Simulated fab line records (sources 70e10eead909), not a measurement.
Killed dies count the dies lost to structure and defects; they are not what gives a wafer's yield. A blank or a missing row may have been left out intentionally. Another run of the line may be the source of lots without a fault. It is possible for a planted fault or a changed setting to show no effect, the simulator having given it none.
Which tool was responsible? -- flow nand harc -- 24 lots with 72 wafers sampled at 5 steps, on a route of 1302 steps

## WHAT THE GAUGES SHOWED, per wafer
NHARC_A_M0_THK_MEAS_24: measures by xrf. Usual: 113.9 nm for thk nm, sd 1.7.
lot,measured,on,thk nm (nm),flag
L074,day 21 22:49,film metro-02,115.8 112.8 111.6,
L075,day 22 05:41,film metro-01,113.1 113.1 109.5,
L076,day 22 21:11,film metro-01,112.3 113.1 112.1,
L078,day 22 22:25,film metro-02,114.0 113.0 112.3,
L077,day 24 03:23,film metro-02,115.8 115.1 113.2,
L080,day 24 07:08,film metro-01,115.5 117.2 114.8,
L079,day 24 07:29,film metro-01,112.5 114.9 113.8,
L081,day 25 08:35,film metro-02,113.2 115.0 116.4,
L082,day 25 14:28,film metro-02,115.7 113.6 113.1,
L083,day 26 00:43,film metro-02,114.9 113.9 113.7,
L084,day 26 05:46,film metro-01,114.4 109.7 114.8,
L085,day 26 09:04,film metro-01,113.5 116.0 114.4,
L086,day 27 01:29,film metro-01,115.4 115.0 114.3,
L087,day 27 03:36,film metro-01,113.7 115.6 115.2,
L088,day 27 09:05,film metro-02,112.3 111.4 110.1,
L089,day 27 11:27,film metro-02,114.6 113.5 115.7,
L090,day 27 18:21,film metro-02,118.2 117.0 115.5,
L092,day 29 02:04,film metro-01,114.8 116.4 113.2,
L091,day 29 04:29,film metro-02,116.1 114.6 115.6,
L094,day 30 07:02,film metro-02,113.6 110.7 115.2,
L093,day 30 08:34,film metro-02,113.0 113.0 116.0,
L096,day 30 20:58,film metro-01,113.4 111.1 111.2,
L095,day 31 01:11,film metro-02,113.6 115.3 117.1,
L097,day 31 07:11,film metro-02,114.7 110.9 114.6,

## WHAT TOOL EACH LOT RAN ON (gives the tool, then ch and the chambers of the sampled wafers, and finally the start)
lot,NHARC_A_CONTACT_ETCH_138,NHARC_A_CONTACT_ETCH_139,NHARC_A_CONTACT_ALD_18,NHARC_A_CONTACT_CVD_19
L074,"har cap etch-02 ch 0,1, day 21 11:52","har cap etch-02 ch 0,1, day 21 12:08","ald metal-02 ch 1,3, day 21 13:58","cvd w-02 ch 0,1, day 21 22:49 or earlier"
L075,"har cap etch-02 ch 0,1, day 21 18:55","har cap etch-02 ch 0,1, day 21 19:11","ald metal-03 ch 0,3, day 21 20:56","cvd w-02 ch 0,1, day 22 05:41 or earlier"
L076,"har cap etch-02 ch 0,1, day 22 10:41","har cap etch-02 ch 0,1, day 22 10:57","ald metal-02 ch 1,3, day 22 12:39","cvd w-01 ch 0,1, day 22 21:11 or earlier"
L078,"har cap etch-01 ch 0,1, day 22 12:02","har cap etch-01 ch 0,1, day 22 12:18","ald metal-03 ch 0,1,3, day 22 14:01","cvd w-02 ch 1, day 22 22:25 or earlier"
L077,"har cap etch-03 ch 0,1, day 23 15:52","har cap etch-03 ch 0,1, day 23 16:08","ald metal-04 ch 2,3, day 23 17:47","cvd w-02 ch 0,1, day 24 03:23 or earlier"
L080,"har cap etch-02 ch 0,1, day 23 20:32","har cap etch-02 ch 0,1, day 23 20:49","ald metal-04 ch 0,1, day 23 22:34","cvd w-02 ch 0,1, day 24 07:08 or earlier"
L079,"har cap etch-01 ch 1, day 23 20:54","har cap etch-01 ch 1, day 23 21:10","ald metal-02 ch 0,2, day 23 22:55","cvd w-01 ch 1, day 24 07:29 or earlier"
L081,"har cap etch-03 ch 0,1, day 24 22:05","har cap etch-03 ch 0,1, day 24 22:21","ald metal-04 ch 1,2, day 25 00:05","cvd w-02 ch 0,1, day 25 08:35 or earlier"
L082,"har cap etch-01 ch 0,1, day 25 03:49","har cap etch-01 ch 0,1, day 25 04:05","ald metal-02 ch 1,2, day 25 05:52","cvd w-02 ch 0,1, day 25 14:28 or earlier"
L083,"har cap etch-03 ch 0,1, day 25 14:21","har cap etch-03 ch 0,1, day 25 14:37","ald metal-03 ch 0,1,3, day 25 16:19","cvd w-01 ch 0,1, day 26 00:43 or earlier"
L084,"har cap etch-02 ch 0,1, day 25 18:47","har cap etch-02 ch 0,1, day 25 19:04","ald metal-03 ch 0,1,3, day 25 20:50","cvd w-02 ch 0,1, day 26 05:46 or earlier"
L085,"har cap etch-01 ch 0,1, day 25 22:31","har cap etch-01 ch 0,1, day 25 22:47","ald metal-04 ch 0,1,2, day 26 00:35","cvd w-01 ch 0,1, day 26 09:04 or earlier"
L086,"har cap etch-01 ch 0,1, day 26 14:20","har cap etch-01 ch 0,1, day 26 14:37","ald metal-02 ch 0,2, day 26 17:07","cvd w-01 ch 0, day 27 01:29 or earlier"
L087,"har cap etch-01 ch 0,1, day 26 16:41","har cap etch-01 ch 0,1, day 26 16:57","ald metal-03 ch 0,1,3, day 26 18:58","cvd w-01 ch 0,1, day 27 03:36 or earlier"
L088,"har cap etch-02 ch 0, day 26 22:45","har cap etch-02 ch 0, day 26 23:02","ald metal-04 ch 0,1,2, day 27 00:44","cvd w-02 ch 0,1, day 27 09:05 or earlier"
L089,"har cap etch-03 ch 0,1, day 27 01:01","har cap etch-03 ch 0,1, day 27 01:17","ald metal-03 ch 1,3, day 27 02:57","cvd w-01 ch 0,1, day 27 11:27 or earlier"
L090,"har cap etch-02 ch 0,1, day 27 07:55","har cap etch-02 ch 0,1, day 27 08:11","ald metal-02 ch 2,3, day 27 09:50","cvd w-01 ch 0,1, day 27 18:21 or earlier"
L092,"har cap etch-01 ch 0,1, day 28 15:56","har cap etch-01 ch 0,1, day 28 16:13","ald metal-03 ch 0,1, day 28 17:48","cvd w-02 ch 0,1, day 29 02:04 or earlier"
L091,"har cap etch-02 ch 0,1, day 28 18:04","har cap etch-02 ch 0,1, day 28 18:21","ald metal-03 ch 2,3, day 28 20:04","cvd w-01 ch 0,1, day 29 04:29 or earlier"
L094,"har cap etch-03 ch 0,1, day 29 20:44","har cap etch-03 ch 0,1, day 29 21:01","ald metal-03 ch 0,1,2, day 29 22:39","cvd w-01 ch 0,1, day 30 07:02 or earlier"
L093,"har cap etch-01 ch 0,1, day 29 22:14","har cap etch-01 ch 0,1, day 29 22:31","ald metal-04 ch 0,1,3, day 30 00:11","cvd w-02 ch 0,1, day 30 08:34 or earlier"
L096,"har cap etch-02 ch 0,1, day 30 09:38","har cap etch-02 ch 0,1, day 30 09:55","ald metal-03 ch 0,1,3, day 30 11:57","cvd w-02 ch 0,1, day 30 20:58 or earlier"
L095,"har cap etch-01 ch 0,1, day 30 13:55","har cap etch-01 ch 0,1, day 30 14:17","ald metal-02 ch 1,2,3, day 30 16:08","cvd w-02 ch 1, day 31 01:11 or earlier"
L097,"har cap etch-03 ch 0,1, day 30 20:32","har cap etch-03 ch 0,1, day 30 20:49","ald metal-02 ch 1,2,3, day 30 22:32","cvd w-01 ch 0,1, day 31 07:11 or earlier"
- NHARC_A_CONTACT_ETCH_138: etches the open film in C4F8/O2/Ar, time 311 s, target depth 1914 nm.
- NHARC_A_CONTACT_ETCH_139: etches the open film in C4F8/O2/Ar, time 195 s, target depth 840 nm.
- NHARC_A_CONTACT_ALD_18: deposits TiN, target thk 3 nm, pulse time 1 s, ald cycles 150.
- NHARC_A_CONTACT_CVD_19: deposits W, target thk 300 nm, time 802 s.

## WHAT THE TOOLS THEMSELVES READ (means of the sampled wafers that have a number; where no wafer has one, the mark that the record gives instead)
NHARC_A_CONTACT_ALD_18. Usual: heater power w 1101 W, standard deviation 98; precursor pulse height rel 0.997, standard deviation 0.02.
lot,tool,heater power w (W),precursor pulse height rel,flag
L074,ald metal-02,1049,0.997,
L075,ald metal-03,1043,0.995,
L076,ald metal-02,1011,0.979,
L078,ald metal-03,1065,0.980,
L077,ald metal-04,1118,0.996,
L080,ald metal-04,1001,1.000,
L079,ald metal-02,1171,1.004,
L081,ald metal-04,1023,0.988,
L082,ald metal-02,1165,0.979,
L083,ald metal-03,1080,1.009,
L084,ald metal-03,1079,1.008,
L085,ald metal-04,1021,0.990,
L086,ald metal-02,1217,1.003,
L087,ald metal-03,1091,0.984,
L088,ald metal-04,1029,0.994,
L089,ald metal-03,1117,1.002,
L090,ald metal-02,1204,0.992,
L092,ald metal-03,1115,1.003,
L091,ald metal-03,1111,0.997,
L094,ald metal-03,1146,0.996,
L093,ald metal-04,1061,0.976,
L096,ald metal-03,1088,1.007,
L095,ald metal-02,1125,0.996,
L097,ald metal-02,1137,1.000,

NHARC_A_CONTACT_CVD_19. Usual: chamber pressure Torr 40.00 Torr, standard deviation 0.085; heater power w 440 W, standard deviation 14; throttle valve pct 7.92 %, standard deviation 0.26.
lot,tool,chamber pressure Torr (Torr),heater power w (W),throttle valve pct (%),flag
L074,cvd w-02,39.97,425,8.10,
L075,cvd w-02,39.92,424,7.99,
L076,cvd w-01,40.01,472,7.79,
L078,cvd w-02,39.94,432,7.98,
L077,cvd w-02,40.02,431,8.07,
L080,cvd w-02,40.06,431,8.04,
L079,cvd w-01,40.00,453,7.61,
L081,cvd w-02,40.02,434,8.17,
L082,cvd w-02,39.97,431,8.14,
L083,cvd w-01,40.00,439,7.73,
L084,cvd w-02,40.06,426,8.29,
L085,cvd w-01,39.85,445,7.77,
L086,cvd w-01,40.07,449,7.70,
L087,cvd w-01,40.05,452,7.83,
L088,cvd w-02,39.93,429,7.91,
L089,cvd w-01,39.97,453,7.62,
L090,cvd w-01,40.02,446,7.97,
L092,cvd w-02,39.92,437,7.95,
L091,cvd w-01,39.99,449,7.68,
L094,cvd w-01,40.04,451,7.96,
L093,cvd w-02,39.94,432,7.88,
L096,cvd w-02,40.02,440,7.99,
L095,cvd w-02,40.05,434,7.91,
L097,cvd w-01,40.07,446,7.67,

## THE ANSWER, worked out from the rows above alone
Rule: take the mean of a lot's wafers that have a number; if it is more than 3 standard deviations from the usual mean, the lot is off. Also off: a lot with no number at a reading for which 4 or more lots have one. Any other lot the step has rows for is counted as sound. First the gauges in route order, then the tools' own readings, where a lot's mean is used as printed above. The first step at which some lot is off is used, and at that step the reading that is off furthest; a lot without a number counts as furthest.
Nothing can be told from this: no lot is off at any reading shown.

## WHAT WAS PUT IN BY THE SIMULATOR
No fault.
